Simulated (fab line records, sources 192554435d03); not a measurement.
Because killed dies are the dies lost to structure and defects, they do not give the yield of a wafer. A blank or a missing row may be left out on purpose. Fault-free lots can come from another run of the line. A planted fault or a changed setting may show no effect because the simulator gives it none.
Lot-split experiment + flow n5-finfet + route with 1938 steps; 7 lots, 21 wafers read

THE SPLIT ITSELF
At N5_BEOL_M1_TRENCH_ETCH_37 (etches SiOC in C4F6/O2, target depth 55.207 nm, time 29 s), the setting source-w was moved away from the recipe's 355 W on 8 of the 21 wafers read, by -12.0% to +11.6%. This setting was run at the recipe's value on the other wafers.

Reading taken at the split's own step.

THE READING
rf-vpp-V, in V, at N5_BEOL_M1_TRENCH_ETCH_37 (etches SiOC in C4F6/O2, target depth 55.207 nm, time 29 s). On this fab line, fault-free wafers typically give 666 V with a standard deviation of 12 V.

| wafer  | tool, chamber at the split | source-w as run, W | against the recipe | rf-vpp-V, V | against lot-mates on the recipe |
|--------|----------------------------|--------------------|--------------------|-------------|---------------------------------|
| L076.2 | rie-diel-04, 0             | 396.1              | +11.6%             | 623         | -69                             |
| L076.4 | rie-diel-04, 0             | 396.1              | +11.6%             | 622         | -70                             |
| L076.6 | rie-diel-04, 2             | 355                | recipe             | 692         | -                               |
| L078.1 | rie-diel-04, 0             | 355                | recipe             | 659         | -                               |
| L078.2 | rie-diel-04, 2             | 355                | recipe             | 691         | -                               |
| L078.6 | rie-diel-04, 1             | 375.1              | +5.7%              | 648         | -27                             |
| L082.3 | rie-diel-06, 2             | 312.5              | -12.0%             | 716         | +58                             |
| L082.4 | rie-diel-06, 1             | 355                | recipe             | 658         | -                               |
| L082.5 | rie-diel-06, 2             | 312.5              | -12.0%             | 717         | +59                             |
| L083.1 | rie-diel-06, 1             | 336                | -5.4%              | 679         | +18                             |
| L083.2 | rie-diel-06, 0             | 336                | -5.4%              | 674         | +13                             |
| L083.5 | rie-diel-06, 1             | 355                | recipe             | 661         | -                               |
| L089.2 | rie-diel-02, 2             | 355                | recipe             | 672         | -                               |
| L089.3 | rie-diel-02, 0             | 355                | recipe             | 662         | -                               |
| L089.4 | rie-diel-02, 1             | 355                | recipe             | 659         | -                               |
| L092.1 | rie-diel-06, 1             | 355                | recipe             | 660         | -                               |
| L092.2 | rie-diel-06, 3             | 355                | recipe             | 661         | -                               |
| L092.4 | rie-diel-06, 0             | 355                | recipe             | 655         | -                               |
| L096.1 | rie-diel-04, 1             | 355                | recipe             | 667         | -                               |
| L096.2 | rie-diel-04, 3             | 355                | recipe             | 653         | -                               |
| L096.3 | rie-diel-04, 0             | 375.3              | +5.7%              | 639         | -21                             |

FIT RESULTS
A straight line over all 21 wafers: rf-vpp-V changes by -3.82 V for each +1% of source-w; r = -0.91; the points scatter about the line by 11 V.
The same after taking each lot's own level away (the mean of its wafers on the recipe; 21 wafers): -5.1 V for each +1%; r = -0.97; scatter 8.1 V.
That fit puts the effect of the largest move of source-w on the reading at 61 V.
The lots' own levels span 658.0 to 692.0 V, that is 2.8 times the standard deviation above.
In other words, the slope is changed by the lot-to-lot level; the two fits disagree.
Check: with one of the wafers moved furthest among these (-12.0%) left out of the fit, the line predicts +59.5 V for it against its lot-mates. It came out at +58 V against them.
Tool readings at the split's step, against how far the setting was moved: rf-vpp-V r = -0.91.

THESE WAFERS: OTHER SPLITS
These wafers also went through other splits before the reading. Each is held against what the fit with the lots' levels taken away leaves over:
| other split on the same wafers         | wafers away from the commonest value | r with rf-vpp-V (lot level and that fit taken away) |
|----------------------------------------|--------------------------------------|-----------------------------------------------------|
| N5_GATE_CUT_ETCH_37 bias-w             | 7                                    | -0.04                                               |
| N5_MOL_CONTACT_COAG_ALD_27 ald-cycles  | 5                                    | -0.31                                               |
| N5_MOL_CONTACT_COAG_EXPOSE_81 dose-mj  | 7                                    | +0.25                                               |
| N5_MOL_CONTACT_COAG_ALD_131 ald-cycles | 10                                   | +0.05                                               |
| N5_BEOL_M0_SAQP_PECVD_96 time-s        | 3                                    | -0.09                                               |
| N5_BEOL_M0_SAQP_PECVD_04 time-s        | 11                                   | +0.00                                               |
| N5_BEOL_M0_ETCH_138 bias-w             | 5                                    | -0.22                                               |
| N5_BEOL_M0_ETCH_109 bias-w             | 6                                    | -0.30                                               |
| N5_BEOL_M1_ETCH_77 source-w            | 7                                    | -0.22                                               |

THE FILE'S OWN FIT
rf-vpp-V changes by -5.01 V for each +1% of source-w, r = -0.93.
